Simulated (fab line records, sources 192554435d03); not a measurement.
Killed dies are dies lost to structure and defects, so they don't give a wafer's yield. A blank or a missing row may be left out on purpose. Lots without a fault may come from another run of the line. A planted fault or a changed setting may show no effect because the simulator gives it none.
Problem report in the 8D (eight disciplines) form, filled by code | flow n5_finfet | the parts of the form that need people (team, actions taken, sign-off) are left out

1. THE PROBLEM
trench_depth_nm at N5_BEOL_M3_OCD_MEAS_38 reads a mean of 1.4 nm on 3 wafers of 3 lots; wafers without a fault read 55.7 nm with a standard deviation of 1.1. That is -49 standard deviations from the usual mean.
First seen on wafer L239.4, day 11 03:20, on ocd-02. The record holds 24 wafers of 9 lots with a number at this step. Rule for "out", or "out of limits": more than 4 standard deviations from the usual mean. The other wafers with a number count as sound.

2. WHAT IT IS AND WHAT IT IS NOT
question                    | is                     | is not
which readings at this step | trench_depth_nm        | -
which lots                  | L239, L240, L243       | L223, L224, L227, L231, L233, L246
which wafers of those lots  | L239.4, L240.6, L243.4 | L239.1, L240.1, L243.3
read on which gauges        | ocd-02                 | ocd-01
when                        | from day 11 03:20      | up to then (16 sound wafers); but 5 sound wafers of L240, L243, L246 came after

3. SUSPECTS, AND WHAT RULES EACH OUT
Counting: a tool at a process step up to the reading stays a suspect if it ran every lot that is out. Sound lots after the first of them don't rule it out here, since some wafers of a struck lot are sound.
- the gauge at N5_BEOL_M3_OCD_MEAS_38: ruled out. All the wafers that are out were read on ocd-02, but those of them that N5_BEOL_M3_ETCHBACK_99 has rows for are out there too, on other tools.
- pvd_sputter-01 at N5_BEOL_M3_HM_DEP_02 (deposits TiN, target thk 20 nm): kept. It ran every lot that is out, first L239 (day 10 22:46); its last sound lot up to then is L233 (day 9 03:05).
Left after counting: pvd_sputter-01 at N5_BEOL_M3_HM_DEP_02.

4. THE CAUSE (what the simulator had put in)
Process parameter drift: pvd_sputter-01, from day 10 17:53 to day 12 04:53, at N5_BEOL_M3_HM_DEP_02. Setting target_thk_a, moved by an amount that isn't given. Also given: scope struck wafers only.
Counting left only this tool.

5. THE CHAIN OF EFFECTS, in route order
Each row: a reading whose mean over the struck wafers that have a number lies more than 3 standard deviations from the usual. Only readings for which the record gives a usual standard deviation are gone through. hours: the time from each lot's start at the first step in this table that gives one to its start at this step, as a median over the lots. sigmas: the change in usual standard deviations.
hours | step                    | reading              | usual     | on struck wafers | change | sigmas
0     | N5_BEOL_M3_ETCHBACK_99  | oes_product_au       | 0.80 a.u. | 0.33             | -0.47  | -4.7
0     | N5_BEOL_M3_OCD_MEAS_38  | trench_depth_nm      | 55.7 nm   | 1.4              | -54.3  | -49
127   | N5_PASSIVATION_PROBE_49 | defect_limited_yield | 91.3 %    | 1.5              | -89.8  | -60
127   | N5_PASSIVATION_PROBE_49 | killed_at_M0_to_M3   | 34        | 1089             | +1055  | +96
127   | N5_PASSIVATION_PROBE_49 | killed_dies          | 102       | 1162             | +1060  | +59
127   | N5_PASSIVATION_PROBE_49 | killed_on_rim        | 13        | 151              | +138   | +36
127   | N5_PASSIVATION_PROBE_49 | sort_bin_5_function  | 5.1 %     | 94.7             | +89.6  | +90
127   | N5_PASSIVATION_PROBE_49 | sort_n_pass          | 1077      | 18               | -1059  | -56
127   | N5_PASSIVATION_PROBE_49 | sort_yield_pct       | 91.3 %    | 1.5              | -89.8  | -56
The process steps in it:
- N5_BEOL_M3_ETCHBACK_99: etches SiO2 in CHF3, target depth 5 nm, time 10.4 s.
- N5_PASSIVATION_PROBE_49
Readings that are blank on the struck wafers while sound wafers have them: cd_nm at N5_BEOL_M3_CD_MEAS_35; M3_THK at N5_BEOL_M3_THK_MEAS_53.

6. WHAT WOULD HAVE CAUGHT IT SOONER
In this record the first reading out of limits at a measuring or inspecting step was taken at day 11 03:20, 9 hours after the fault began at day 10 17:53.
Of the tool readings at N5_BEOL_M3_HM_DEP_02 for which the record gives a usual standard deviation, none was out on any struck wafer, so an alarm limit of 4 standard deviations on them would not have fired.
Of the lots that are out (3), L243 began N5_BEOL_M3_HM_DEP_02 on pvd_sputter-01 after day 11 03:20. A hold on the tool at that time would have spared it.
